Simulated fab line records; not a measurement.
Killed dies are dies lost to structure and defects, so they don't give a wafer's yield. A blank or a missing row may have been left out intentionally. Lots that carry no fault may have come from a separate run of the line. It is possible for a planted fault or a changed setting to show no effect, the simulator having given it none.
Problem report in the 8D (eight disciplines) form, filled by code :: flow n5_finfet :: the parts of the form that need people (team, actions taken, sign-off) are left out

1. PROBLEM STATEMENT
Across 6 wafers from 2 lots, RS_PWELL at N5_BEOL_M4_RC_MEAS_101 averages 3836 ohm/sq, while fault-free wafers read 3012 ohm/sq with a standard deviation of 23. That puts it +36 standard deviations away from the usual mean.
First observed at day 11 11:34: wafer L842.2, on prober-01. At this step, 27 wafers from 9 lots have a number in the record. Rule for "out", or "out of limits": more than 4 standard deviations from the usual mean. The other wafers with a number count as sound.

2. WHAT IT IS AND WHAT IT IS NOT
question: which readings at this step
is: RS_PWELL
is not: DIBL_N, DIBL_P, IOFF_N, SS_N, SS_P

question: which lots
is: L842, L844
is not: L832, L835, L836, L839, L847, L851, L854

question: which wafers of those lots
is: all that have a number
is not: -

question: read on which gauges
is: prober-01, prober-02
is not: -

question: when
is: from day 11 11:34
is not: up to then (12 sound wafers); but 9 sound wafers of L847, L851, L854 came after

3. SUSPECTS, AND WHAT RULES EACH OUT
Counting: a tool at any process step up to the reading remains a suspect when it ran all the lots that are out and ran no sound lot after the first of those.
- the gauge at N5_BEOL_M4_RC_MEAS_101: ruled out. The wafers that are out were read on 2 gauges (prober-01, prober-02).
- implanter-02 at N5_WELL_APT_IMPLANT_31: kept. All lots that are out passed through it, beginning with L842 at day 4 03:23, and no sound lot followed; its final sound lot before that point was L839 at day 3 09:41. Out on those wafers are its own readings of dose_ions_cm2, faraday_current_uA.
Left after counting: implanter-02 at N5_WELL_APT_IMPLANT_31.

4. THE CAUSE (what the simulator had put in)
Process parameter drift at N5_WELL_APT_IMPLANT_31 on implanter-02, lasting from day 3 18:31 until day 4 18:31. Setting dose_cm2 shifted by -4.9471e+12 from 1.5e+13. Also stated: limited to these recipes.
Counting left only this tool.

5. THE CHAIN OF EFFECTS, in route order
Rows list readings where the struck wafers' mean (over those with a number) sits beyond 3 standard deviations from the usual. Only readings for which the record gives a usual standard deviation are gone through. hours: the time from each lot's start at the first step in this table that gives one to its start at this step, as a median over the lots. sigmas: the change in usual standard deviations.
hours: 0
step: N5_WELL_APT_IMPLANT_31
reading: dose_ions_cm2
usual: 1.4997e+13
on struck wafers: 1.0053e+13
change: -4.9443e+12
sigmas: -99 or more

hours: 0
step: N5_WELL_APT_IMPLANT_31
reading: faraday_current_uA
usual: 190
on struck wafers: 128
change: -62
sigmas: -16

hours: 171
step: N5_BEOL_M4_RC_MEAS_101
reading: RS_PWELL
usual: 3012 ohm/sq
on struck wafers: 3836
change: +824
sigmas: +36
It contains these process steps:
- N5_WELL_APT_IMPLANT_31

6. WHAT WOULD HAVE CAUGHT IT SOONER
Counted from the fault's start at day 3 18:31, it took 185 hours until the first out-of-limits reading at a measuring or inspecting step in this record, taken at day 11 11:34.
Tool's own readings at N5_WELL_APT_IMPLANT_31, dose_ions_cm2, faraday_current_uA: out on all struck wafers the step has rows for; an alarm limit on them would have tripped on the first.
Each of the lots that are out, 2 in all, had begun N5_WELL_APT_IMPLANT_31 on implanter-02 no later than day 11 11:34. Tool hold at that time: it would have spared none of them.
